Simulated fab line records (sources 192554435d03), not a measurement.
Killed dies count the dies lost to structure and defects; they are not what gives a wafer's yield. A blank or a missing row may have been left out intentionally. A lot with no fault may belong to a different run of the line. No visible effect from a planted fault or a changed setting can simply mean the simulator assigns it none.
Comparing a struck lot with a sound one + flow n5 finfet + 36 out of 1938 route steps
Sound: these wafers, L795.2, L795.4, L795.6. The struck wafers were L791.2, L791.3, L791.6. The cause is named last.
Order at every step that has rows: each side's tool, ch and its chambers, its first start. Under that, the readings that differ: sound wafers + struck wafers + difference of the means + sigmas: that difference in standard deviations of wafers without a fault.
alike: same words and numbers on both sides, and readings whose means sit less than 2 such deviations apart. not compared: any withheld reading, any reading some wafer has no value for, any bound like >300 that may hide the same value, and any number with overlapping values for which the record gives no deviation.
Wherever a step has rows on one side only, a row that says differs or no value, or a row with sigmas, the two part there. Numbers that don't overlap but have no deviation are shown without sigmas and don't part them. Lack of a reading on every wafer of one side parts them only where that side has two or more wafers.

first, 9 steps without rows for these wafers: N5_WELL_APT_COAT_19 (resist thk 950 nm); N5_WELL_APT_EBR_21; N5_WELL_APT_SOFTBAKE_20 (time 60 s); N5_WELL_APT_EXPOSE_22 (exposes mask PWELL, defocus 0 nm, target cd 200 nm); N5_WELL_APT_PEB_23 (peb time 90 s); N5_WELL_APT_DEVELOP_24 (develop time 45 s); N5_WELL_APT_HARDBAKE_29 (time 120 s); N5_WELL_APT_DESCUM_30 (chemistry O2, time 7.9 s); N5_WELL_APT_IMPLANT_31.
N5_WELL_APT_IMPLANT_32:
  sound on implanter-02 ch 0, day 7 04:32; struck on implanter-01 ch 0, day 6 03:29
| reading            | sound                            | struck                           | difference  | sigmas      |
|--------------------|----------------------------------|----------------------------------|-------------|-------------|
| dose ions cm2      | 2.0013e+13 1.9994e+13 1.9992e+13 | 2.8937e+13 2.8907e+13 2.8914e+13 | +8.9197e+12 | +99 or more |
| faraday current uA | 244 261 255                      | 346 359 360                      | +102        | +19         |
  alike: tilt deg
then, 25 steps without rows for these wafers: N5_WELL_APT_STRIP_33 (strips in SPM, time 900 s); N5_WELL_APT_RTA_34 (time 10 s); N5_WELL_APT_OXIDE_STRIP_42 (strips SiO2 in dHF, time 45 s, target depth 12 nm); N5_WELL_APT_PRECLEAN_36 (cleans in O3/DIW, time 45 s); N5_WELL_APT_PRECLEAN_39 (cleans in dHF, time 60 s); N5_WELL_APT_SRD_37 (time 30 s); N5_WELL_APT_EPI_41 (deposits Si from SiH4/H2, target thk 50 nm, time 297.7 s); N5_PMOS_HMC_CHANNEL_EPI_HM_DEP_34 (deposits SiO2 from TEOS/O2, target thk 36 nm, time 6.9 s); N5_PMOS_HMC_CHANNEL_EPI_COAT_31 (time 60 s, resist thk 66 nm); N5_PMOS_HMC_CHANNEL_EPI_COAT_03 (resist thk 205 nm); N5_PMOS_HMC_CHANNEL_EPI_EBR_05; N5_PMOS_HMC_CHANNEL_EPI_SOFTBAKE_04 (time 60 s); N5_PMOS_HMC_CHANNEL_EPI_EXPOSE_06 (exposes mask PMOS HMC BLK, target cd 240 nm); N5_PMOS_HMC_CHANNEL_EPI_PEB_07 (peb time 60 s); N5_PMOS_HMC_CHANNEL_EPI_DEVELOP_08 (develop time 30 s); N5_PMOS_HMC_CHANNEL_EPI_DESCUM_14 (chemistry O2, time 7.9 s); N5_PMOS_HMC_CHANNEL_EPI_ETCH_32 (etches BARC in N2/H2, stops on SiO2, target depth 85.8 nm, time 50.3 s); N5_PMOS_HMC_CHANNEL_EPI_HM_OPEN_15 (chemistry CHF3/O2, target SiO2, target depth 40.6 nm, time 20.3 s); N5_PMOS_HMC_CHANNEL_EPI_STRIP_33 (strips in N2/H2); N5_PMOS_HMC_CHANNEL_EPI_STRIP_17 (strips in SPM, time 750 s); N5_PMOS_HMC_CHANNEL_EPI_ETCH_38 (etches SiO2 in CF4, target depth 1.5 nm); N5_PMOS_HMC_CHANNEL_EPI_FIN_RECESS_16 (chemistry HBr/Cl2, target Si, target depth 54 nm, time 18 s); N5_PMOS_HMC_CHANNEL_EPI_PRECLEAN_36 (cleans in O3/DIW, time 45 s); N5_PMOS_HMC_CHANNEL_EPI_PRECLEAN_18 (cleans in DHF, time 30 s); N5_PMOS_HMC_CHANNEL_EPI_SRD_19 (time 30 s).
-- the record jumps here: 7 days lie between the struck wafers' starts before and after (it left off in module PMOS_HMC_CHANNEL_EPI and takes up again in module BEOL_M4, whose first step shown is number 1111 of the route) --
N5_BEOL_M4_RC_MEAS_101:
  sound on prober-01 ch 0, day 13 19:21; struck on prober-01 ch 0, day 13 11:55
| reading           | sound          | struck         | difference | sigmas |
|-------------------|----------------|----------------|------------|--------|
| CJ_N              | 4.27 4.24 4.19 | 5.21 5.22 5.18 | +0.97      | +16    |
| IOFF_P (nA/um)    | 0.28 0.25 0.27 | 0.16 0.17 0.16 | -0.10      | -3     |
| ION_P (uA/um)     | 472 465 472    | 449 447 449    | -21        | -3     |
| RS_PWELL (ohm/sq) | 2999 2993 2999 | 2896 2914 2908 | -91        | -4     |
| VT_P (mV)         | -245 -246 -245 | -259 -254 -259 | -12        | -4     |
  alike: DIBL_N, DIBL_P, IOFF_N, ION_N, SS_N, SS_P, VT_N

WHERE THEY PART
Last at N5_BEOL_M4_RC_MEAS_101 as far as this record goes, first at N5_WELL_APT_IMPLANT_32.

WHY: what had been put in by the simulator
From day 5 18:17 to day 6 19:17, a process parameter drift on implanter-01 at N5_WELL_APT_IMPLANT_32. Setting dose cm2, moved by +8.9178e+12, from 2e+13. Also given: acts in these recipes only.
